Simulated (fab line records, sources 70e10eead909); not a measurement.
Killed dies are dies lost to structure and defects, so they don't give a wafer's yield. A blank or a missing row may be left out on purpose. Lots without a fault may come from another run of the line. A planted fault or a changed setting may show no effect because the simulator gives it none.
fab line records | flow nand_harc
record lots=24 wafers=72 last_day=34
route steps=1302 shown A_STAIRCASE@749 A_SGD_CUT@905
lots that met no fault: from a run of the same line without faults
start_h: hours from the record's first day to the start of the lot's first wafer shown | wait_h: hours since the lot's step before | " the same as in the row above | L1.1+2: a row that stands for several wafers | - no value, or no start given | * or withheld: withheld | < > ~ a bound
route shown NAME@n: a module of which the file shows steps, and the number in the route of the first | usual: mean/standard deviation of fault-free wafers | same: alike in all rows | chamber/n: place in a boat | sites: the reading at each site | _std_site: their standard deviation | _edge_site: outer sites' mean less inner sites' | radius_mm: how far each site lies from the wafer's centre | mask NAME#n: copy n | behind: the tool/chamber that last shaped the wafer | hold: why the lot was held/for how many hours/how that ended | device: the transistor (n, p or np) that didn't switch | end of line: the same wafers' tests at the end of the route | a step without rows: its recipe alone | killed: dies lost to structure and defects at the first sort, not the wafer's yield | map: a wafer's dies, x killed, . not, _ none there
set.NAME: the setting as run; set.NAME@STEP: as run at that earlier step | model.NAME: the simulator's own value behind a step, which no gauge read
steps of the route over a sample of lots; a table a step, a row a wafer
services: from which hour (start_h, from the record's first day; less than 0 if before it) a tool's chamber was out of use, for how many hours, and why
## steps
# step NHARC_A_STAIRCASE_TRIM_235
# recipe time_s=211.2 o2_flow_sccm=500 ar_flow_sccm=0 bias_w=0 chemistry=O2
# usual drypump_motor_current_A=5.8/0.59 oes_product_au=1.000/0.0087 rf_vpp_V=57.8/0.9 showerhead_plenum_p_Torr=3.52/0.18 throttle_valve_pct=17.036/0.0092
# same time_s=211.2
# columns lot.wafer tool chamber start_h wait_h drypump_motor_current_A oes_product_au rf_hours_counter_h rf_vpp_V showerhead_plenum_p_Torr throttle_valve_pct
L075.2 rie_diel-12 2 - - 5.1 1.005 31 57.2 3.28 17.032
L075.1 " 3 " " 5.7 1.013 33 58.0 3.64 17.042
L075.5 " 1 " " 6.5 1.019 - 58.1 3.50 17.046
L074.3 rie_diel-13 1 - - 6.3 1.008 4 56.5 3.31 17.030
L074.2 " 3 " " 5.4 1.015 5 59.2 3.66 17.030
L074.4 " 1 " " 6.3 0.995 - 57.1 3.31 17.025
L076.3 rie_diel-02 0 - - 5.8 1.013 51 59.1 3.78 17.030
L076.2 " 1 " " 5.0 1.020 53 57.4 3.27 17.026
L076.5 " 1 " " 5.0 1.013 - 57.3 3.27 17.056
L077.4 rie_diel-12 3 - - 5.7 1.001 42 58.4 3.63 17.039
L077.3 " 0 " " 4.9 1.003 45 57.5 3.32 17.047
L077.5 " 3 " " 5.7 1.007 - 56.9 3.63 17.044
L079.1 rie_diel-12 3 - - 5.8 0.998 45 57.1 3.63 17.038
L079.4 " 0 " " 4.9 0.992 47 57.2 3.32 17.025
L079.2 " 1 " " 6.5 0.997 46 57.8 3.49 17.038
L078.4 rie_diel-13 0 - - 6.2 0.999 20 57.9 3.50 17.036
L078.6 " 3 " " 5.4 0.999 - 57.8 3.65 17.039
L078.5 " 0 " " 6.3 1.004 - 57.8 3.50 17.034
L081.1 rie_diel-02 1 - - 5.0 0.985 11 59.1 3.80 17.043
L081.2 " 2 " " 6.6 1.001 8 55.2 3.46 17.023
L081.5 " 3 " " 5.9 1.001 - 57.5 3.41 17.062
L080.3 rie_diel-02 1 - - 5.0 0.991 13 58.2 3.80 17.035
L080.6 " 1 " " 5.0 0.988 - 57.3 3.80 17.046
L080.4 " 3 " " 5.9 0.999 - 57.0 3.41 17.046
L082.3 rie_diel-02 0 - - 5.8 0.992 13 59.5 3.77 17.022
L082.2 " 1 " " 5.0 0.985 18 57.7 3.80 17.026
L082.4 " 0 " " 5.8 0.993 - 58.2 3.77 17.036
L083.2 rie_diel-13 3 - - 5.4 0.988 31 57.8 3.64 17.045
L083.3 " 2 " " 5.3 1.002 25 57.8 3.36 17.030
L083.6 " 3 " " 5.4 0.987 - 57.4 3.64 17.059
L084.3 rie_diel-12 3 - - 5.7 0.983 4 57.9 3.62 17.033
L084.1 " 0 " " 4.9 0.996 2 58.5 3.31 17.045
L084.6 " 2 " " 5.1 1.003 - 57.4 3.81 17.022
L085.1 rie_diel-02 3 - - 5.9 0.993 18 57.1 3.41 17.004
L085.3 " 0 " " 5.8 0.992 24 58.3 3.76 17.038
L085.6 " 3 " " 5.9 1.005 - 57.1 3.41 17.022
L086.4 rie_diel-13 0 - - 6.3 1.000 37 57.8 3.49 17.047
L086.6 " 1 " " 6.3 1.002 - 57.8 3.29 17.034
L086.5 " 2 " " 5.3 1.011 - 57.4 3.36 17.023
L087.4 rie_diel-02 0 - - 5.8 0.997 30 59.8 3.76 17.030
L087.3 " 1 " " 5.0 1.004 30 57.9 3.79 17.032
L087.2 " 3 " " 5.9 1.005 24 58.5 3.41 17.029
L088.2 rie_diel-02 3 - - 5.9 1.006 32 57.1 3.40 17.027
L088.3 " 1 " " 5.0 0.979 36 58.4 3.79 17.029
L088.5 " 3 " " 5.9 0.996 - 57.2 3.40 17.036
L089.2 rie_diel-02 2 - - 6.6 1.009 41 57.7 3.45 17.026
L089.4 " 0 " " 5.8 1.002 40 57.2 3.75 17.032
L089.5 " 1 " " 5.0 0.996 - 57.9 3.79 17.045
L090.1 rie_diel-02 3 - - 5.9 1.003 41 58.3 3.40 17.014
L090.4 " 0 " " 5.8 1.002 - 58.6 3.75 17.024
L090.5 " 3 " " 5.9 0.996 - 57.5 3.40 17.037
L091.3 rie_diel-02 2 - - 6.6 1.000 44 57.1 3.44 17.034
L091.1 " 3 " " 6.0 0.990 41 58.6 3.40 17.032
L091.5 " 2 " " 6.6 0.998 - 58.0 3.44 17.039
L092.1 rie_diel-12 1 - - 6.5 1.012 29 58.9 3.47 17.051
L092.3 " 2 " " 5.1 1.006 31 56.2 3.79 17.039
L092.5 " 1 " " 6.5 1.005 - 59.0 3.46 17.043
L093.3 rie_diel-12 2 - - 5.1 1.024 35 58.8 3.79 17.048
L093.4 " 3 " " 5.7 0.995 36 58.8 3.60 17.022
L093.5 " 0 " " 4.9 0.995 - 57.3 3.29 17.033
L096.3 rie_diel-12 3 571.81 - 5.7 0.988 41 58.5 3.60 17.037
L096.1 " 1 " " 6.5 0.999 36 56.8 3.46 17.041
L096.6 " 3 " " 5.7 0.979 - 57.1 3.60 17.035
L094.4 rie_diel-13 2 - - 5.3 0.990 15 58.5 3.34 17.050
L094.3 " 3 " " 5.4 0.990 12 56.1 3.62 17.036
L094.2 " 0 " " 6.2 0.993 12 58.3 3.48 17.030
L095.4 rie_diel-13 3 - - 5.4 1.000 13 57.4 3.62 17.039
L095.6 " 0 " " 6.2 0.999 - 57.5 3.48 17.028
L095.5 " 1 " " 6.3 1.014 - 56.2 3.28 17.045
L097.4 rie_diel-02 0 - - 5.8 1.006 5 57.2 3.74 17.039
L097.3 " 2 " " 6.5 0.988 8 56.8 3.43 17.047
L097.5 " 0 " " 5.8 1.006 - 58.7 3.74 17.041
# step NHARC_A_STAIRCASE_ETCH_273
# recipe target_depth_a=1.02e+05 time_s=2468.6 ion_energy_ev=800 c4f8_flow_sccm=80 o2_flow_sccm=60 ar_flow_sccm=withheld rf_w=600 bias_w=3000 chemistry=C4F8/O2/Ar
# usual oes_product_au=0.940/0.012 rf_vpp_V=1825/13
# same time_s=2468.6
# columns lot.wafer tool chamber start_h wait_h oes_product_au rf_hours_counter_h rf_vpp_V
L075.1 rie_diel-13 3 - - 0.958 9 1836
L075.2 " 0 " " 0.932 9 1825
L075.5 " 3 " " 0.954 - 1837
L074.4 rie_diel-02 2 - - 0.941 49 1822
L074.2 " 3 " " 0.939 49 1819
L074.3 " 0 " " 0.955 47 1845
L076.3 rie_diel-13 0 - - 0.941 14 1824
L076.2 " 1 " " 0.938 13 1811
L076.5 " 3 " " 0.945 - 1837
L077.4 rie_diel-12 0 - - 0.919 49 1810
L077.3 " 3 " " 0.933 46 1835
L077.5 " 0 " " 0.920 - 1809
L079.2 rie_diel-13 1 - - 0.953 19 1811
L079.1 " 2 " " 0.949 14 1816
L079.4 " 3 " " 0.950 20 1837
L078.4 rie_diel-02 2 - - 0.943 4 1823
L078.5 " 1 " " 0.934 - 1846
L078.6 " 2 " " 0.935 - 1823
L081.2 rie_diel-02 2 - - 0.925 13 1823
L081.1 " 1 " " 0.914 16 1847
L081.5 " 1 " " 0.928 - 1846
L080.3 rie_diel-12 2 - - 0.957 53 1806
L080.4 " 0 " " 0.939 64 1810
L080.6 " 2 " " 0.960 - 1808
L082.2 rie_diel-13 3 - - 0.916 31 1835
L082.4 " 0 " " 0.921 30 1825
L082.3 " 1 " " 0.922 28 1810
L083.3 rie_diel-13 1 - - 0.931 30 1809
L083.2 " 2 " " 0.933 28 1815
L083.6 " 2 " " 0.945 - 1816
L084.1 rie_diel-02 1 - - 0.930 28 1846
L084.3 " 2 " " 0.946 25 1822
L084.6 " 3 " " 0.950 - 1818
L085.1 rie_diel-12 3 - - 0.923 11 1833
L085.3 " 0 " " 0.937 8 1809
L085.6 " 3 " " 0.931 - 1833
L086.4 rie_diel-13 3 - - 0.945 43 1835
L086.6 " 2 " " 0.955 - 1814
L086.5 " 3 " " 0.951 - 1836
L087.4 rie_diel-12 1 - - 0.960 8 1823
L087.3 " 2 " " 0.951 14 1846
L087.2 " 3 " " 0.936 14 1834
L088.2 rie_diel-13 3 - - 0.938 51 1835
L088.3 " 0 " " 0.927 47 1825
L088.5 " 0 " " 0.932 - 1824
L089.2 rie_diel-12 2 - - 0.959 26 1847
L089.4 " 1 " " 0.940 22 1823
L089.5 " 3 " " 0.937 - 1831
L090.1 rie_diel-13 1 - - 0.951 1 1808
L090.4 " 2 " " 0.935 1 1813
L090.5 " 0 " " 0.958 - 1823
L091.3 rie_diel-12 0 - - 0.928 29 1809
L091.1 " 3 " " 0.912 31 1832
L091.5 " 1 " " 0.948 - 1822
L092.1 rie_diel-13 2 - - 0.929 4 1813
L092.3 " 0 " " 0.948 4 1824
L092.5 " 3 " " 0.942 - 1834
L093.4 rie_diel-12 3 - - 0.944 37 1832
L093.3 " 0 " " 0.947 36 1809
L093.5 " 3 " " 0.937 - 1833
L096.3 rie_diel-13 2 - - 0.949 16 1813
L096.1 " 1 " " 0.971 15 1808
L096.6 " 2 " " 0.950 - 1813
L094.3 rie_diel-12 0 - - 0.926 43 1809
L094.4 " 1 " " 0.943 38 1823
L094.2 " 2 " " 0.937 41 1846
L095.4 rie_diel-12 1 - - 0.945 40 1821
L095.5 " 0 " " 0.947 - 1808
L095.6 " 1 " " 0.955 - 1822
L097.4 rie_diel-02 3 - - 0.928 10 1816
L097.3 " 0 " " 0.928 8 1842
L097.5 " 3 " " 0.925 - 1816
# step NHARC_A_STAIRCASE_ETCH_294
# recipe target_depth_a=49890 time_s=1211.6 ion_energy_ev=800 c4f8_flow_sccm=80 o2_flow_sccm=60 ar_flow_sccm=withheld rf_w=600 bias_w=3000 chemistry=C4F8/O2/Ar
# usual oes_product_au=0.931/0.0092 rf_vpp_V=1824/13
# same time_s=1211.6
# columns lot.wafer tool chamber start_h wait_h oes_product_au rf_hours_counter_h rf_vpp_V
L074.4 rie_diel-12 0 - - 0.912 36 1812
L074.3 " 2 " " 0.925 32 1808
L074.2 " 3 " " 0.921 35 1834
L075.2 rie_diel-13 1 - - 0.922 10 1811
L075.1 " 2 " " 0.951 6 1815
L075.5 " 1 " " 0.927 - 1811
L076.2 rie_diel-12 0 - - 0.922 43 1811
L076.3 " 1 " " 0.945 43 1824
L076.5 " 3 " " 0.929 - 1835
L077.4 rie_diel-02 3 - - 0.922 9 1819
L077.3 " 0 " " 0.924 8 1844
L077.5 " 2 " " 0.932 - 1821
L079.4 rie_diel-12 1 - - 0.930 56 1822
L079.2 " 2 " " 0.944 48 1808
L079.1 " 0 " " 0.936 57 1809
L078.5 rie_diel-02 3 - - 0.932 - 1818
L078.6 " 1 " " 0.910 - 1846
L078.4 " 2 " " 0.927 - 1820
L081.1 rie_diel-02 0 - - 0.925 14 1843
L081.2 " 1 " " 0.911 19 1847
L081.5 " 1 " " 0.921 - 1847
L080.3 rie_diel-13 1 - - 0.946 28 1810
L080.4 " 2 " " 0.935 25 1814
L080.6 " 0 " " 0.939 - 1825
L082.2 rie_diel-12 3 - - 0.926 1 1835
L082.3 " 1 " " 0.927 1 1823
L082.4 " 3 " " 0.919 - 1833
L083.3 rie_diel-13 1 - - 0.935 32 1810
L083.2 " 3 " " 0.919 34 1833
L083.6 " 1 " " 0.930 - 1810
L084.1 rie_diel-13 1 - - 0.928 39 1810
L084.3 " 3 " " 0.923 39 1836
L084.6 " 2 " " 0.936 - 1814
L085.3 rie_diel-13 1 - - 0.936 41 1810
L085.1 " 2 " " 0.932 39 1813
L085.6 " 0 " " 0.936 - 1823
L086.4 rie_diel-13 2 - - 0.940 - 1814
L086.6 " 0 " " 0.940 - 1825
L086.5 " 1 " " 0.937 - 1810
L087.2 rie_diel-13 0 - - 0.916 41 1825
L087.3 " 1 " " 0.924 44 1808
L087.4 " 0 " " 0.920 - 1823
L088.3 rie_diel-12 3 - - 0.919 27 1832
L088.2 " 1 " " 0.931 22 1822
L088.5 " 3 " " 0.923 - 1832
L089.4 rie_diel-02 3 - - 0.930 42 1818
L089.2 " 0 " " 0.936 46 1843
L089.5 " 2 " " 0.921 - 1820
L090.1 rie_diel-13 0 - - 0.929 3 1822
L090.4 " 1 " " 0.940 3 1809
L090.5 " 3 " " 0.937 - 1834
L091.1 rie_diel-02 3 - - 0.943 44 1818
L091.3 " 1 " " 0.940 45 1845
L091.5 " 0 " " 0.943 - 1844
L092.3 rie_diel-13 3 - - 0.922 8 1835
L092.1 " 0 " " 0.923 7 1824
L092.5 " 1 " " 0.934 - 1808
L093.3 rie_diel-12 3 - - 0.926 40 1834
L093.4 " 0 " " 0.923 39 1810
L093.5 " 0 " " 0.924 - 1810
L096.1 rie_diel-13 3 - - 0.941 15 1834
L096.3 " 0 " " 0.928 14 1823
L096.6 " 2 " " 0.918 - 1812
L094.4 rie_diel-12 0 - - 0.930 47 1808
L094.3 " 1 " " 0.936 43 1821
L094.2 " 2 " " 0.936 44 1844
L095.4 rie_diel-12 1 - - 0.936 44 1821
L095.6 " 2 " " 0.929 - 1846
L095.5 " 3 " " 0.922 - 1831
L097.3 rie_diel-12 1 - - 0.940 51 1821
L097.4 " 2 " " 0.935 48 1846
L097.5 " 1 " " 0.939 - 1821
# step NHARC_A_STAIRCASE_STRIP_295
# recipe o2_flow_sccm=500 ar_flow_sccm=0 bias_w=0 chemistry=O2
# usual drypump_motor_current_A=5.7/0.57 oes_product_au=1.002/0.0085 rf_vpp_V=57.6/0.93 showerhead_plenum_p_Torr=3.50/0.17 throttle_valve_pct=17.037/0.0095
# columns lot.wafer tool chamber start_h wait_h drypump_motor_current_A oes_product_au rf_hours_counter_h rf_vpp_V showerhead_plenum_p_Torr throttle_valve_pct
L074.3 rie_diel-12 1 - - 6.5 1.019 37 58.4 3.50 17.028
L074.2 " 3 " " 5.7 1.006 35 58.4 3.64 17.049
L074.4 " 0 " " 4.9 0.994 37 57.7 3.32 17.021
L075.2 rie_diel-13 2 - - 5.4 1.019 7 57.3 3.37 17.037
L075.1 " 3 " " 5.4 1.011 12 57.9 3.65 17.036
L075.5 " 1 " " 6.3 1.005 - 57.3 3.31 17.038
L076.2 rie_diel-12 3 - - 5.7 1.005 40 58.5 3.63 17.034
L076.3 " 1 " " 6.5 1.010 43 56.9 3.49 17.026
L076.5 " 3 " " 5.7 0.996 - 56.6 3.63 17.044
L077.4 rie_diel-02 2 - - 6.5 1.000 6 56.7 3.47 17.054
L077.3 " 0 " " 5.8 0.996 8 58.5 3.77 17.050
L077.5 " 1 " " 5.0 1.002 - 57.2 3.80 17.044
L079.1 rie_diel-12 2 - - 5.1 1.012 48 57.9 3.27 17.024
L079.2 " 3 " " 5.7 1.011 51 57.9 3.63 17.028
L079.4 " 1 " " 6.5 1.008 57 56.8 3.48 17.044
L078.6 rie_diel-02 3 - - 5.9 1.004 - 57.2 3.41 17.044
L078.5 " 1 " " 5.0 0.982 - 59.1 3.80 17.044
L078.4 " 2 " " 6.5 1.002 - 57.4 3.46 17.056
L081.1 rie_diel-02 0 - - 5.8 0.989 14 59.1 3.77 17.031
L081.2 " 1 " " 5.0 0.979 19 58.4 3.80 17.038
L081.5 " 1 " " 5.0 0.986 - 56.8 3.80 17.037
L080.3 rie_diel-13 0 - - 6.2 1.000 30 57.2 3.50 17.019
L080.4 " 3 " " 5.4 0.995 31 58.0 3.64 17.028
L080.6 " 0 " " 6.2 1.004 - 58.7 3.50 17.028
L082.3 rie_diel-12 1 - - 6.5 1.000 1 57.0 3.48 17.039
L082.2 " 3 " " 5.7 1.001 1 56.9 3.62 17.047
L082.4 " 2 " " 5.1 1.015 - 57.4 3.81 17.043
L083.3 rie_diel-13 1 - - 6.3 1.001 32 56.4 3.30 17.047
L083.2 " 2 " " 5.3 1.006 30 57.3 3.36 17.025
L083.6 " 1 " " 6.3 0.996 - 56.5 3.30 17.026
L084.1 rie_diel-13 1 - - 6.3 1.003 39 57.3 3.29 17.051
L084.3 " 3 " " 5.4 1.000 40 58.2 3.64 17.035
L084.6 " 2 " " 5.3 1.013 - 57.3 3.36 17.035
L085.3 rie_diel-13 1 - - 6.3 1.001 41 57.4 3.29 17.041
L085.1 " 2 " " 5.3 1.007 39 56.6 3.35 17.029
L085.6 " 1 " " 6.3 1.008 - 56.1 3.29 17.029
L086.4 rie_diel-13 0 - - 6.2 0.991 - 58.8 3.49 17.045
L086.5 " 1 " " 6.3 0.986 - 56.6 3.29 17.014
L086.6 " 2 " " 5.3 1.002 - 57.8 3.35 17.040
L087.2 rie_diel-13 0 - - 6.2 1.004 42 57.3 3.49 17.036
L087.3 " 1 " " 6.3 0.988 45 57.2 3.29 17.041
L087.4 " 0 " " 6.2 1.001 - 57.6 3.49 17.034
L088.2 rie_diel-12 3 - - 5.8 0.996 30 56.5 3.61 17.041
L088.3 " 1 " " 6.5 1.013 26 59.0 3.47 17.045
L088.5 " 3 " " 5.7 0.999 - 57.8 3.61 17.046
L089.4 rie_diel-02 1 - - 5.0 0.989 44 57.6 3.78 17.040
L089.2 " 2 " " 6.6 0.994 45 57.6 3.44 17.056
L089.5 " 0 " " 5.8 0.991 - 56.9 3.75 17.039
L090.4 rie_diel-13 3 - - 5.4 1.010 3 58.3 3.63 17.030
L090.1 " 0 " " 6.2 1.001 3 56.4 3.49 17.032
L090.5 " 3 " " 5.4 1.010 - 58.2 3.63 17.036
L091.3 rie_diel-02 2 - - 6.5 0.994 47 57.5 3.44 17.028
L091.1 " 0 " " 5.8 1.004 48 56.8 3.75 17.041
L091.5 " 2 " " 6.6 1.000 - 58.0 3.44 17.026
L092.3 rie_diel-13 1 - - 6.3 1.005 10 57.5 3.28 17.043
L092.1 " 3 " " 5.4 0.997 8 58.7 3.63 17.049
L092.5 " 0 " " 6.3 0.996 - 57.4 3.48 17.032
L093.3 rie_diel-12 2 - - 5.1 1.010 38 58.5 3.79 17.043
L093.4 " 1 " " 6.5 1.008 35 57.5 3.46 17.041
L093.5 " 2 " " 5.1 1.011 - 59.7 3.79 17.037
L096.1 rie_diel-13 3 - - 5.4 1.012 15 58.6 3.62 17.036
L096.3 " 0 " " 6.2 1.005 14 57.5 3.48 17.015
L096.6 " 3 " " 5.4 1.011 - 57.2 3.62 17.036
L094.3 rie_diel-12 0 - - 4.9 1.002 48 56.2 3.28 17.006
L094.4 " 1 " " 6.5 1.015 44 56.8 3.46 17.035
L094.2 " 3 " " 5.7 0.988 47 58.1 3.60 17.037
L095.4 rie_diel-12 1 - - 6.5 1.015 45 57.0 3.46 17.058
L095.5 " 2 " " 5.1 0.994 - 58.1 3.78 17.054
L095.6 " 3 " " 5.7 0.992 - 58.1 3.60 17.030
L097.3 rie_diel-12 0 - - 4.9 0.998 56 56.4 3.28 17.034
L097.4 " 2 " " 5.1 1.001 48 58.9 3.78 17.039
L097.5 " 0 " " 4.9 0.997 - 57.0 3.28 17.019
# step NHARC_A_STAIRCASE_DEP_322
# recipe target_thk_a=72000 temp_c=400 target_thk_nm=7200 teos_flow_sccm=200 rf_w=500 material=SiO2
# usual heater_power_w=632/120
# columns lot.wafer tool chamber start_h wait_h heater_power_w
L074.2 pecvd-04 2 418.43 0.4 646
L074.4 " 0 " " 595
L074.3 " 2 " " 617
L075.2 pecvd-01 0 418.54 0.5 524
L075.1 " 1 " " 905
L075.5 " 0 " " 439
L076.2 pecvd-01 1 431.23 0.2 959
L076.3 " 2 " " 722
L076.5 " 2 " " 558
L077.3 pecvd-01 1 451.04 0.1 817
L077.5 " 1 " " 777
L077.4 " 2 " " 584
L079.1 pecvd-02 2 458.89 0.2 628
L079.2 " 0 " " 608
L079.4 " 0 " " 507
L078.4 pecvd-04 2 471.08 0.6 608
L078.6 " 0 " " 610
L078.5 " 1 " " 584
L081.1 pecvd-02 0 480.79 0.1 562
L081.2 " 1 " " 649
L081.5 " 2 " " 511
L080.3 pecvd-01 1 480.83 0.1 951
L080.6 " 1 " " 782
L080.4 " 0 " " 447
L082.3 pecvd-02 0 493.77 0.7 611
L082.2 " 1 " " 776
L082.4 " 0 " " 501
L083.3 pecvd-04 1 493.96 0.9 647
L083.2 " 0 " " 755
L083.6 " 2 " " 623
L084.3 pecvd-02 1 510.04 0.1 646
L084.1 " 2 " " 616
L084.6 " 1 " " 637
L085.3 pecvd-04 1 527.62 0.2 707
L085.1 " 2 " " 642
L085.6 " 0 " " 628
L087.2 pecvd-02 0 533.71 0.2 608
L087.3 " 1 " " 700
L087.4 " 1 " " 625
L086.6 pecvd-01 2 533.90 0.3 579
L086.4 " 0 " " 451
L086.5 " 1 " " 799
L088.3 pecvd-04 2 566.50 0.1 670
L088.2 " 0 " " 674
L088.5 " 2 " " 627
L089.2 pecvd-01 2 566.69 0.3 603
L089.5 " 1 " " 817
L089.4 " 2 " " 569
L090.1 pecvd-01 0 571.53 0.1 482
L090.5 " 1 " " 792
L090.4 " 2 " " 570
L091.3 pecvd-04 1 571.77 0.3 707
L091.1 " 2 " " 692
L091.5 " 2 " " 618
L092.1 pecvd-01 0 589.65 0.2 560
L092.3 " 1 " " 959
L092.5 " 2 " " 552
L093.3 pecvd-04 0 604.76 0.1 748
L093.5 " 0 " " 616
L093.4 " 2 " " 600
L096.3 pecvd-01 0 615.61 0.1 541
L096.1 " 1 " " 986
L096.6 " 0 " " 444
L094.2 pecvd-02 2 615.79 0.2 636
L094.4 " 0 " " 549
L094.3 " 2 " " 495
L095.6 pecvd-04 1 616.09 0.5 572
L095.4 " 2 " " 628
L095.5 " 0 " " 622
L097.3 pecvd-02 1 639.09 0.2 748
L097.5 " 0 " " 558
L097.4 " 1 " " 682
# step NHARC_A_SGD_CUT_ETCH_58
# recipe target_depth_a=390 over_etch_frac=0.3 time_s=65 ion_energy_ev=80 cf4_flow_sccm=150 ar_flow_sccm=0 rf_w=300 bias_w=100 chemistry=CF4
# usual drypump_motor_current_A=5.8/0.45 oes_product_au=0.999/0.0096 rf_vpp_V=151.2/1.2 showerhead_plenum_p_Torr=1.77/0.068 throttle_valve_pct=13.284/0.0094
# same time_s=65
# columns lot.wafer tool chamber start_h wait_h drypump_motor_current_A oes_product_au rf_hours_counter_h rf_vpp_V showerhead_plenum_p_Torr throttle_valve_pct
L074.4 rie_diel-06 2 446.30 0.1 6.1 1.001 6.0 149.4 1.67 13.289
L074.3 " 3 " " 5.3 1.002 6.3 153.1 1.75 13.287
L074.2 " 0 " " 6.1 1.007 7.1 153.0 1.83 13.284
L075.1 rie_diel-04 1 446.56 0.1 5.7 0.999 3.6 153.3 1.82 13.278
L075.2 " 3 " " 6.5 0.987 4.1 150.8 1.70 13.285
L075.5 " 1 " " 5.7 0.990 - 151.4 1.82 13.285
L076.3 rie_diel-04 1 457.99 0.1 5.7 0.996 4.2 151.1 1.82 13.285
L076.2 " 2 " " 5.5 1.002 4.5 150.2 1.75 13.263
L076.5 " 0 " " 4.9 1.005 - 151.8 1.82 13.272
L077.3 rie_diel-06 2 479.32 0.1 6.2 1.002 8.5 150.4 1.66 13.280
L077.4 " 1 " " 5.9 1.031 - 151.4 1.83 13.283
L077.5 " 3 " " 5.3 0.997 - 153.3 1.75 13.275
L079.1 rie_diel-04 0 487.66 0.1 4.9 1.010 6.6 151.6 1.82 13.270
L079.2 " 2 " " 5.5 1.003 6.5 151.1 1.75 13.286
L079.4 " 3 " " 6.5 0.990 6.9 150.8 1.70 13.292
L078.4 rie_diel-04 0 502.84 0.1 4.9 0.997 6.9 152.1 1.82 13.284
L078.5 " 0 " " 4.9 0.996 - 150.7 1.82 13.287
L078.6 " 1 " " 5.7 1.002 - 151.0 1.82 13.290
L081.1 rie_diel-06 2 512.80 0.1 6.1 0.990 1.3 149.8 1.66 13.302
L081.2 " 3 " " 5.3 1.017 1.6 150.5 1.75 13.284
L081.5 " 1 " " 5.9 0.992 - 152.6 1.83 13.291
L080.4 rie_diel-07 1 516.00 0.1 5.3 0.998 2.5 149.8 1.70 13.278
L080.3 " 2 " " 5.6 0.987 2.6 150.3 1.71 13.294
L080.6 " 0 " " 5.9 0.994 - 151.5 1.70 13.288
L083.3 rie_diel-07 0 523.33 0.1 5.9 0.990 3.4 151.7 1.70 13.278
L083.2 " 1 " " 5.3 0.998 3.2 150.1 1.70 13.280
L083.6 " 0 " " 6.0 0.999 - 151.4 1.70 13.281
L082.4 rie_diel-04 0 523.44 0.1 4.9 1.004 8.0 150.8 1.82 13.265
L082.2 " 1 " " 5.7 1.004 7.6 153.0 1.82 13.288
L082.3 " 2 " " 5.5 1.001 8.0 150.4 1.75 13.285
L084.3 rie_diel-07 1 537.78 0.1 5.3 1.003 5.4 150.8 1.70 13.272
L084.1 " 3 " " 6.5 1.000 4.0 152.6 1.88 13.278
L084.6 " 0 " " 6.0 1.010 - 150.5 1.70 13.283
L085.3 rie_diel-07 0 553.08 0.1 6.0 1.008 6.4 149.9 1.70 13.286
L085.1 " 1 " " 5.3 1.010 6.7 150.5 1.70 13.290
L085.6 " 0 " " 6.0 1.000 - 150.6 1.70 13.272
L086.6 rie_diel-06 1 560.09 0.1 5.9 0.993 - 152.4 1.83 13.288
L086.4 " 3 " " 5.3 1.010 - 150.9 1.75 13.286
L086.5 " 0 " " 6.1 1.000 - 152.9 1.83 13.294
L087.3 rie_diel-07 0 561.65 0.1 5.9 1.009 7.2 150.5 1.70 13.277
L087.4 " 2 " " 5.6 0.989 7.8 150.3 1.71 13.296
L087.2 " 3 " " 6.5 0.994 5.8 152.1 1.88 13.295
L088.2 rie_diel-07 1 595.21 0.1 5.3 1.009 10.0 149.8 1.70 13.282
L088.3 " 0 " " 6.0 1.001 9.3 150.1 1.70 13.285
L088.5 " 2 " " 5.5 0.997 - 150.1 1.71 13.278
L089.4 rie_diel-06 3 595.52 0.1 5.4 1.021 5.4 152.0 1.75 13.297
L089.2 " 0 " " 6.1 1.007 5.4 152.0 1.83 13.291
L089.5 " 2 " " 6.2 0.989 - 150.1 1.66 13.283
L091.3 rie_diel-06 2 605.29 0.1 6.1 0.993 4.3 149.6 1.66 13.281
L091.1 " 3 " " 5.3 1.001 6.1 150.5 1.75 13.279
L091.5 " 1 " " 5.9 0.990 - 150.6 1.83 13.279
L090.1 rie_diel-07 3 605.92 0.1 6.5 1.004 9.4 151.6 1.88 13.275
L090.5 " 2 " " 5.5 0.997 - 150.8 1.71 13.274
L090.4 " 3 " " 6.5 1.004 - 152.3 1.88 13.277
L092.3 rie_diel-04 1 619.76 0.1 5.7 1.005 5.8 151.3 1.82 13.286
L092.1 " 2 " " 5.6 0.994 4.7 151.6 1.75 13.286
L092.5 " 2 " " 5.5 0.990 - 150.2 1.75 13.268
L093.4 rie_diel-06 0 631.12 0.1 6.1 1.006 7.3 152.1 1.83 13.282
L093.3 " 1 " " 5.9 0.985 7.0 152.8 1.83 13.273
L093.5 " 0 " " 6.1 0.991 - 152.1 1.83 13.281
L096.1 rie_diel-06 2 641.40 0.1 6.1 0.989 6.3 149.5 1.66 13.266
L096.3 " 0 " " 6.2 0.997 8.0 152.0 1.83 13.299
L096.6 " 2 " " 6.1 0.987 - 150.2 1.66 13.281
L094.3 rie_diel-07 3 642.35 0.1 6.5 0.993 12.7 154.0 1.88 13.305
L094.2 " 0 " " 6.0 0.987 14.4 151.3 1.70 13.280
L094.4 " 2 " " 5.5 0.989 13.8 149.1 1.71 13.282
L095.4 rie_diel-04 3 644.54 0.1 6.5 0.987 7.8 148.1 1.70 13.253
L095.6 " 0 " " 4.9 1.003 - 151.4 1.82 13.288
L095.5 " 1 " " 5.7 0.999 - 151.1 1.82 13.309
L097.3 rie_diel-07 3 668.61 0.1 6.5 1.005 0.6 152.7 1.88 13.287
L097.4 " 0 " " 6.0 1.004 0.8 150.0 1.70 13.283
L097.5 " 2 " " 5.5 0.989 - 150.8 1.71 13.277
## services
# columns tool chamber start_h hours kind
rie_diel-13 - 344.18 9.0 pm
rie_diel-13 - 359.23 0.7 repair
rie_diel-13 2 366.09 6.4 repair
rie_diel-02 0 377.40 2.1 repair
rie_diel-12 2 378.86 2.6 repair
rie_diel-02 - 394.46 9.0 pm
rie_diel-13 - 423.11 5.7 repair
rie_diel-02 0 424.08 12.3 repair
rie_diel-07 1 426.85 8.7 repair
pecvd-01 - 429.33 1.6 repair
rie_diel-02 3 434.93 28.6 repair
rie_diel-12 - 445.82 9.0 pm
rie_diel-12 1 469.74 9.5 repair
rie_diel-07 - 471.33 9.0 pm
rie_diel-13 0 475.54 6.6 repair
pecvd-01 - 492.00 13.0 pm
rie_diel-13 3 499.83 6.7 repair
rie_diel-07 3 505.70 5.4 repair
rie_diel-13 - 521.79 9.0 pm
rie_diel-02 2 547.77 7.8 repair
rie_diel-07 2 581.58 6.3 repair
rie_diel-12 - 625.42 9.0 pm
rie_diel-02 3 640.50 3.0 repair
pecvd-01 2 640.94 8.0 repair
## key
fault none
